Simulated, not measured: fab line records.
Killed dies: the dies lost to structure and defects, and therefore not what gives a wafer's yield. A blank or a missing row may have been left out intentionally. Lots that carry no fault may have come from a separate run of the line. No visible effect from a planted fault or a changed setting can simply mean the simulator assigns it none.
Which tool did it? :: flow nand-harc :: 39 wafers from 13 lots sampled at 5 of the route's 1302 steps

WHAT THE GAUGES SHOWED, per wafer
NHARC_THIN_TSV_CD_MEAS_12 targets a cd of 1000 nm. Usual: cd-nm 998.3 nm, standard deviation 1.9.
lot: L743
measured: day 24 06:25
on: cd-sem-02
cd-nm (nm): 993.9 995.2 994.9
flag: 

lot: L744
measured: day 23 16:32
on: cd-sem-01
cd-nm (nm): 1000.7 999.8 1000.4
flag: 

lot: L745
measured: day 24 05:21
on: cd-sem-02
cd-nm (nm): 998.8 996.2 995.8
flag: 

lot: L746
measured: day 24 21:38
on: cd-sem-02
cd-nm (nm): 995.8 995.4 995.7
flag: 

lot: L747
measured: day 24 20:28
on: cd-sem-01
cd-nm (nm): 1000.4 996.6 995.6
flag: 

lot: L748
measured: day 25 18:52
on: cd-sem-03
cd-nm (nm): 998.3 999.3 996.6
flag: 

lot: L749
measured: day 25 20:04
on: cd-sem-03
cd-nm (nm): 998.9 999.8 998.3
flag: 

lot: L751
measured: day 26 19:17
on: cd-sem-01
cd-nm (nm): 997.4 995.8 996.4
flag: 

lot: L752
measured: day 27 05:49
on: cd-sem-02
cd-nm (nm): 998.5 999.0 999.1
flag: 

lot: L754
measured: day 28 09:53
on: cd-sem-01
cd-nm (nm): 1000.0 998.4 997.6
flag: 

lot: L755
measured: day 29 00:35
on: cd-sem-02
cd-nm (nm): 998.0 1001.0 997.1
flag: 

lot: L764
measured: day 32 21:04
on: cd-sem-02
cd-nm (nm): 999.2 999.5
flag: 

lot: L766
measured: day 33 14:20
on: cd-sem-02
cd-nm (nm): 999.6 997.0 998.0
flag: 

NHARC_END_SORT_01. Usual: killed-at-array 59, standard deviation 20; killed-at-other 0.8, standard deviation 1.1; killed-at-periphery 5, standard deviation 3.1; killed-dies 64, standard deviation 21; killed-open 3.4, standard deviation 1.9; killed-short 2.3, standard deviation 1.7.
lot: L754
measured: day 29 03:18
on: prober-02
killed-at-array: 43 36 28
killed-at-other: 0 0 0
killed-at-periphery: 1 1 2
killed-dies: 44 37 30
killed-open: 2 6 3
killed-short: 1 2 1
flag: 

lot: L755
measured: day 29 19:09
on: prober-02
killed-at-array: 43
killed-at-other: 2
killed-at-periphery: 4
killed-dies: 49
killed-open: 4
killed-short: 3
flag: 

lot: L764
measured: day 33 13:53
on: prober-02
killed-at-array: 55 669 74
killed-at-other: 2 4 1
killed-at-periphery: 5 4 4
killed-dies: 62 677 79
killed-open: 6 6 2
killed-short: 1 0 7
flag: OFF

WHICH TOOL RAN EACH LOT (tool, then ch and the chambers of the sampled wafers, then the start)
lot: L743
NHARC_A_CHANNEL_FILL_D1_ETCHBACK_19: rie-si-02 ch 0,1, day 9 23:13
NHARC_THIN_TSV_CMP_01: cmp-02 ch 0,1,2, day 24 05:13
NHARC_THIN_TSV_DEGAS_49: pvd-sputter-03, day 24 09:10

lot: L744
NHARC_A_CHANNEL_FILL_D1_ETCHBACK_19: rie-si-06 ch 0,1,3, day 10 02:49
NHARC_THIN_TSV_CMP_01: cmp-02 ch 1,2, day 23 15:14
NHARC_THIN_TSV_DEGAS_49: pvd-sputter-03, day 23 19:19

lot: L745
NHARC_A_CHANNEL_FILL_D1_ETCHBACK_19: rie-si-06 ch 1,2, day 10 16:15
NHARC_THIN_TSV_CMP_01: cmp-04 ch 1,2,3, day 24 04:04
NHARC_THIN_TSV_DEGAS_49: pvd-sputter-01, day 24 08:20

lot: L746
NHARC_A_CHANNEL_FILL_D1_ETCHBACK_19: rie-si-02 ch 0,3, day 11 03:57
NHARC_THIN_TSV_CMP_01: cmp-02 ch 1,2,3, day 24 20:30
NHARC_THIN_TSV_DEGAS_49: pvd-sputter-03, day 25 00:45

lot: L747
NHARC_A_CHANNEL_FILL_D1_ETCHBACK_19: rie-si-02 ch 0,1,2, day 11 11:22
NHARC_THIN_TSV_CMP_01: cmp-02 ch 0,2,3, day 24 19:16
NHARC_THIN_TSV_DEGAS_49: pvd-sputter-03, day 24 23:15

lot: L748
NHARC_A_CHANNEL_FILL_D1_ETCHBACK_19: rie-si-02 ch 1,2,3, day 11 16:04
NHARC_THIN_TSV_CMP_01: cmp-04 ch 1,3, day 25 17:34
NHARC_THIN_TSV_DEGAS_49: pvd-sputter-03, day 25 21:38

lot: L749
NHARC_A_CHANNEL_FILL_D1_ETCHBACK_19: rie-si-04 ch 2,3, day 12 09:00
NHARC_THIN_TSV_CMP_01: cmp-03 ch 0,1, day 25 18:46
NHARC_THIN_TSV_DEGAS_49: pvd-sputter-01, day 25 22:51

lot: L751
NHARC_A_CHANNEL_FILL_D1_ETCHBACK_19: rie-si-06 ch 0,3, day 13 07:16
NHARC_THIN_TSV_CMP_01: cmp-03 ch 0,3, day 26 18:06
NHARC_THIN_TSV_DEGAS_49: pvd-sputter-01, day 26 22:14

lot: L752
NHARC_A_CHANNEL_FILL_D1_ETCHBACK_19: rie-si-04 ch 1,2, day 13 14:16
NHARC_THIN_TSV_CMP_01: cmp-04 ch 1,3, day 27 04:30
NHARC_THIN_TSV_DEGAS_49: pvd-sputter-02, day 27 08:38

lot: L754
NHARC_A_CHANNEL_FILL_D1_ETCHBACK_19: rie-si-02 ch 1,2,3, day 14 14:47
NHARC_THIN_TSV_CMP_01: cmp-03 ch 0,1, day 28 08:34
NHARC_THIN_TSV_DEGAS_49: pvd-sputter-01, day 28 13:00

lot: L755
NHARC_A_CHANNEL_FILL_D1_ETCHBACK_19: rie-si-02 ch 2,3, day 15 03:49
NHARC_THIN_TSV_CMP_01: cmp-02 ch 0,2,3, day 28 23:16
NHARC_THIN_TSV_DEGAS_49: pvd-sputter-01, day 29 03:21

lot: L764
NHARC_A_CHANNEL_FILL_D1_ETCHBACK_19: rie-si-02 ch 0,2,3, day 19 00:23
NHARC_THIN_TSV_CMP_01: cmp-04 ch 0,2, day 32 19:55
NHARC_THIN_TSV_DEGAS_49: pvd-sputter-02, day 32 23:49

lot: L766
NHARC_A_CHANNEL_FILL_D1_ETCHBACK_19: rie-si-04 ch 1,2, day 19 08:34
NHARC_THIN_TSV_CMP_01: cmp-02 ch 2,3, day 33 13:01
NHARC_THIN_TSV_DEGAS_49: pvd-sputter-03, day 33 17:58
- NHARC_A_CHANNEL_FILL_D1_ETCHBACK_19: etches the open film in HBr/Cl2, target depth 5 nm, time 1.7 s.
- NHARC_THIN_TSV_CMP_01: polishes.
- NHARC_THIN_TSV_DEGAS_49: time 120 s.

AS READ BY THE TOOLS THEMSELVES (means over the sampled wafers that have a number; for cases with no such wafer, the mark the record gives instead)
NHARC_A_CHANNEL_FILL_D1_ETCHBACK_19. Usual: drypump-motor-current-A 5.4 A, standard deviation 0.56; he-backside-leak-sccm 2.5 sccm, standard deviation 0.33; oes-product-au 1.002 a.u., standard deviation 0.012; throttle-valve-pct 26.405 %, standard deviation 0.009.
lot: L743
tool: rie-si-02
drypump-motor-current-A (A): 5.0
he-backside-leak-sccm (sccm): 2.5
oes-product-au (a.u.): 0.996
throttle-valve-pct (%): 26.405
flag: 

lot: L744
tool: rie-si-06
drypump-motor-current-A (A): 5.3
he-backside-leak-sccm (sccm): 2.6
oes-product-au (a.u.): 1.016
throttle-valve-pct (%): 26.398
flag: 

lot: L745
tool: rie-si-06
drypump-motor-current-A (A): 5.1
he-backside-leak-sccm (sccm): 2.5
oes-product-au (a.u.): 1.013
throttle-valve-pct (%): 26.409
flag: 

lot: L746
tool: rie-si-02
drypump-motor-current-A (A): 6.1
he-backside-leak-sccm (sccm): 2.4
oes-product-au (a.u.): 0.986
throttle-valve-pct (%): 26.404
flag: 

lot: L747
tool: rie-si-02
drypump-motor-current-A (A): 5.0
he-backside-leak-sccm (sccm): 2.6
oes-product-au (a.u.): 1.004
throttle-valve-pct (%): 26.404
flag: 

lot: L748
tool: rie-si-02
drypump-motor-current-A (A): 5.3
he-backside-leak-sccm (sccm): 2.4
oes-product-au (a.u.): 1.006
throttle-valve-pct (%): 26.408
flag: 

lot: L749
tool: rie-si-04
drypump-motor-current-A (A): 5.9
he-backside-leak-sccm (sccm): 2.6
oes-product-au (a.u.): 1.010
throttle-valve-pct (%): 26.413
flag: 

lot: L751
tool: rie-si-06
drypump-motor-current-A (A): 5.2
he-backside-leak-sccm (sccm): 2.7
oes-product-au (a.u.): 0.999
throttle-valve-pct (%): 26.402
flag: 

lot: L752
tool: rie-si-04
drypump-motor-current-A (A): 5.7
he-backside-leak-sccm (sccm): 2.6
oes-product-au (a.u.): 1.017
throttle-valve-pct (%): 26.398
flag: 

lot: L754
tool: rie-si-02
drypump-motor-current-A (A): 5.3
he-backside-leak-sccm (sccm): 2.4
oes-product-au (a.u.): 0.994
throttle-valve-pct (%): 26.403
flag: 

lot: L755
tool: rie-si-02
drypump-motor-current-A (A): 5.8
he-backside-leak-sccm (sccm): 2.3
oes-product-au (a.u.): 1.002
throttle-valve-pct (%): 26.401
flag: 

lot: L764
tool: rie-si-02
drypump-motor-current-A (A): 5.5
he-backside-leak-sccm (sccm): 2.6
oes-product-au (a.u.): 1.006
throttle-valve-pct (%): 26.406
flag: 

lot: L766
tool: rie-si-04
drypump-motor-current-A (A): 5.7
he-backside-leak-sccm (sccm): 2.5
oes-product-au (a.u.): 0.999
throttle-valve-pct (%): 26.403
flag: 

NHARC_THIN_TSV_CMP_01. Usual: motor-current-A 12.1 A, standard deviation 0.92.
lot: L743
tool: cmp-02
motor-current-A (A): 11.8
flag: 

lot: L744
tool: cmp-02
motor-current-A (A): 12.6
flag: 

lot: L745
tool: cmp-04
motor-current-A (A): 12.1
flag: 

lot: L746
tool: cmp-02
motor-current-A (A): 12.2
flag: 

lot: L747
tool: cmp-02
motor-current-A (A): 12.0
flag: 

lot: L748
tool: cmp-04
motor-current-A (A): 11.5
flag: 

lot: L749
tool: cmp-03
motor-current-A (A): 11.9
flag: 

lot: L751
tool: cmp-03
motor-current-A (A): 11.9
flag: 

lot: L752
tool: cmp-04
motor-current-A (A): 12.2
flag: 

lot: L754
tool: cmp-03
motor-current-A (A): 12.0
flag: 

lot: L755
tool: cmp-02
motor-current-A (A): 12.0
flag: 

lot: L764
tool: cmp-04
motor-current-A (A): 12.7
flag: 

lot: L766
tool: cmp-02
motor-current-A (A): 12.5
flag: 

NHARC_THIN_TSV_DEGAS_49. Usual: heater-power-w 462 W, standard deviation 41.
lot: L743
tool: pvd-sputter-03
heater-power-w (W): 440
flag: 

lot: L744
tool: pvd-sputter-03
heater-power-w (W): 423
flag: 

lot: L745
tool: pvd-sputter-01
heater-power-w (W): 456
flag: 

lot: L746
tool: pvd-sputter-03
heater-power-w (W): 443
flag: 

lot: L747
tool: pvd-sputter-03
heater-power-w (W): 438
flag: 

lot: L748
tool: pvd-sputter-03
heater-power-w (W): 420
flag: 

lot: L749
tool: pvd-sputter-01
heater-power-w (W): 466
flag: 

lot: L751
tool: pvd-sputter-01
heater-power-w (W): 485
flag: 

lot: L752
tool: pvd-sputter-02
heater-power-w (W): 461
flag: 

lot: L754
tool: pvd-sputter-01
heater-power-w (W): 474
flag: 

lot: L755
tool: pvd-sputter-01
heater-power-w (W): 494
flag: 

lot: L764
tool: pvd-sputter-02
heater-power-w (W): 448
flag: 

lot: L766
tool: pvd-sputter-03
heater-power-w (W): 454
flag: 

THE ANSWER, worked out from the rows above alone
Rule: a lot counts as off when the mean over its wafers that have a number is more than 3 standard deviations away from the usual mean. A lot without any number at a reading at which 4 lots or more have one is off too. The other lots that the step has rows for count as sound. The gauges are gone through in route order, then the tools' own readings, and for those a lot's mean is taken as printed above. The first step at which some lot is off is used, and at that step the reading that is off furthest; a lot without a number counts as furthest.
Off: L764 (NHARC_END_SORT_01, killed-at-array). Neither off nor sound, because the step has no rows for them: L743, L744, L745, L746, L747, L748, L749, L751, L752, L766.
If a tool, at a process step before that reading, ran all the lots that are off and no sound lot after the first of them, it fits. Those tools and the gauges at NHARC_END_SORT_01 are tried in the same way. Can't be told from this: 4 tools fit, rie-si-02 at NHARC_A_CHANNEL_FILL_D1_ETCHBACK_19, cmp-04 at NHARC_THIN_TSV_CMP_01, pvd-sputter-02 at NHARC_THIN_TSV_DEGAS_49, prober-02 at NHARC_END_SORT_01.

WHAT WAS PUT IN BY THE SIMULATOR
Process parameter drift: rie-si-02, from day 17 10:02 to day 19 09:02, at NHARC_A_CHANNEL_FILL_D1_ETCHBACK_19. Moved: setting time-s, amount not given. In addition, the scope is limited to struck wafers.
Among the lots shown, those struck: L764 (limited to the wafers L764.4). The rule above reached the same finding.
